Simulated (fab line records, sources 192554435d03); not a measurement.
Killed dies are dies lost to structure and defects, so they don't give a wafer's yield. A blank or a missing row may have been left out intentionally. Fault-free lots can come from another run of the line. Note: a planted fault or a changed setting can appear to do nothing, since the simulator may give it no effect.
Struck lot and sound lot, side by side | flow n5Finfet | 38 out of 1938 route steps
Sound: wafers L579.1, L579.5, L579.6. Wafers L589.1, L589.2, L589.3 were the ones struck. The cause is named last.
At each step with rows: each side's tool, then ch and its chambers, then its first start. Under that, the readings that differ: sound wafers | struck wafers | difference of the means | sigmas: that difference in standard deviations of wafers without a fault.
alike: a reading whose means differ by less than 2 such deviations, as well as words and numbers matching on both sides. not compared: withheld readings; readings where some wafer has no value; bounds like >300 that might hide an equal value; numbers whose values overlap and for which the record gives no deviation.
A row with sigmas, a row that says differs or no value, or rows on one side alone: a step with any of these is where the two part. Numbers that don't overlap but have no deviation are shown without sigmas and don't part them. Lack of a reading on every wafer of one side parts them only where that side has two or more wafers.

first, 9 steps without rows for these wafers: N5_MOL_CONTACT_COAG_SPUTTER_130 (material Co, target thk 47.5 nm); N5_MOL_CONTACT_COAG_PRECLEAN_125 (cleans in DIW, time 57.5 s); N5_MOL_CONTACT_COAG_SRD_126 (dry time 32 s); N5_MOL_CONTACT_COAG_CMP_23 (polishes, stops on SiO2, t overpolish 1.5 s, target thk 0 nm); N5_MOL_CONTACT_COAG_WET_ETCH_26 (target Co, target depth 13 nm); N5_MOL_CONTACT_COAG_WET_ETCH_116 (etches the open film in SC1-inhibited, target depth 4.6 nm, rinse time 30 s); N5_MOL_CONTACT_COAG_ALD_27 (deposits SiOC, target thk 17 nm, pulse time 1.5 s, time 2720 s); N5_MOL_CONTACT_COAG_CMP_28 (polishes, stops on SiNx, t overpolish 0.85 s, target thk 14.522 nm); N5_MOL_CONTACT_COAG_ALD_123 (deposits SiNx, target thk 5 nm, pulse time 1 s, purge time 2 s).
N5_MOL_CONTACT_COAG_PECVD_31: deposits SiO2 from TEOS/O2, target thk 46 nm, time 8.9 s.
  sound on pecvd-04 ch 0,1, day 6 09:20; struck on pecvd-04 ch 0,1,2, day 9 05:29
reading            | sound                | struck               | difference | sigmas
susceptorTempC (C) | 399.85 400.11 400.02 | 396.70 396.58 396.34 | -3.45      | -16
  not compared: model.SiO2_of_MOL_CONTACT_COAG_PECVD_31.thkNm
then, 19 steps without rows for these wafers: N5_MOL_CONTACT_COAG_COAT_75 (time 60 s, resist thk 60 nm); N5_MOL_CONTACT_COAG_COAT_76 (time 60 s, resist thk 10 nm); N5_MOL_CONTACT_COAG_COAT_77 (time 60 s, resist thk 10 nm); N5_MOL_CONTACT_COAG_COAT_78 (resist thk 40 nm); N5_MOL_CONTACT_COAG_EBR_80; N5_MOL_CONTACT_COAG_SOFTBAKE_79 (time 60 s); N5_MOL_CONTACT_COAG_EXPOSE_81 (exposes mask VG, defocus 0 nm); N5_MOL_CONTACT_COAG_PEB_82 (peb time 60 s); N5_MOL_CONTACT_COAG_DEVELOP_83 (develop time 30 s); N5_MOL_CONTACT_COAG_DESCUM_88 (chemistry O2, time 7 s); N5_MOL_CONTACT_COAG_ETCH_89 (etches underlayer in N2/H2, target depth 13 nm, time 10.4 s); N5_MOL_CONTACT_COAG_ETCH_90 (etches SiARC in CF4, target depth 13 nm, time 21.7 s); N5_MOL_CONTACT_COAG_ALD_131 (deposits SiO2, target thk 5 nm, pulse time 1 s, co reactant pulse time 1 s); N5_MOL_CONTACT_COAG_ETCHBACK_132 (etches SiO2 in CHF3, target depth 10 nm, time 6.7 s); N5_MOL_CONTACT_COAG_ETCH_91 (etches SOC in N2/H2, target depth 60 nm, overetch 21 nm, time 101.2 s); N5_MOL_CONTACT_COAG_STRIP_92 (strips in N2/H2); N5_MOL_CONTACT_COAG_STRIP_93 (strips in N2/H2); N5_MOL_CONTACT_COAG_ETCHBACK_135 (etches SiO2 in CHF3, target depth 25 nm, time 16.7 s); N5_MOL_CONTACT_COAG_STRIP_118 (strips in CHF3).
N5_MOL_CONTACT_COAG_VIA_ETCH_46: etches SiO2 in C4F6/O2, target depth 46 nm, overetch 9.2 nm, time 40 s.
  sound on rieDiel-04 ch 1,2, day 6 10:43; struck on rieDiel-01 ch 0,2,3, day 9 06:38
  alike: chamberPressureMTorr, drypumpMotorCurrentA, oesProductAu, rfVppV, showerheadPlenumPTorr, throttleValvePct
  not compared: rfHoursCounterH, model.etch.depthNm
then, 5 steps without rows for these wafers: N5_MOL_CONTACT_COAG_STRIP_96 (strips in N2/H2); N5_MOL_CONTACT_COAG_ETCH_47 (etches SiNx in CH3F/O2, stops on W, target depth 27 nm); N5_MOL_CONTACT_COAG_STRIP_119 (strips in N2/H2, time 30 s); N5_MOL_CONTACT_COAG_PRECLEAN_144 (cleans in alkaline clean, time 60 s); N5_MOL_CONTACT_COAG_SRD_145 (time 30 s).
N5_MOL_CONTACT_COAG_CMP_52: polishes, stops on SiO2, t overpolish 1.5 s, target thk 66.5 nm.
  sound on cmp-04 ch 1,2,3, day 6 13:15; struck on cmp-01 ch 0,1,2, day 9 08:53
  alike: motorCurrentA, overpolishRunS, timeToEndpointS
  not compared: model.SiO2_of_MOL_CONTACT_COAG_PECVD_31.thkNm
-- the record jumps here: 3 days lie between the struck wafers' starts before and after (it left off in module MOL_CONTACT_COAG and takes up again in module BEOL_M4, whose first step shown is number 1111 of the route) --
N5_BEOL_M4_RC_MEAS_101:
  sound on prober-02 ch 0, day 9 08:48; struck on prober-02 ch 0, day 12 07:58
reading       | sound          | struck         | difference | sigmas
SS_P (mV/dec) | 75.0 75.2 75.3 | 72.6 74.0 72.7 | -2.1       | -2
  alike: DIBL_N, DIBL_P, IOFF_N, IOFF_P, ION_N, ION_P, SS_N, VT_N, VT_P
-- a jump in the record: the struck wafers' starts before and after are 5 days apart (it breaks off in module BEOL_M4 and resumes in module PASSIVATION, where the first step shown is number 1936 of the route) --
N5_PASSIVATION_PROBE_49:
  sound on prober-01 at day 13 23:28; struck on prober-01 at day 17 02:44
  alike: defectLimitedYield, killed_at_M0_to_M3, killed_at_M4_up, killedAtContacts, killedAtFrontEnd, killedAtOther, killedDies, killedOnRim, killedOpen, killedShort, sort_bin_5_function, sort_bin_6_memory, sort_bin_8_speed, sortNPass, sortYieldPct

== WHERE THEY PART ==
Last at N5_BEOL_M4_RC_MEAS_101 as far as this record goes, first at N5_MOL_CONTACT_COAG_PECVD_31. Later steps at which nothing parts them and some readings are alike: N5_PASSIVATION_PROBE_49.

WHY: what the simulator had put in
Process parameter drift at N5_MOL_CONTACT_COAG_PECVD_31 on pecvd-04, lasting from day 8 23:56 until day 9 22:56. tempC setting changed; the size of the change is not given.
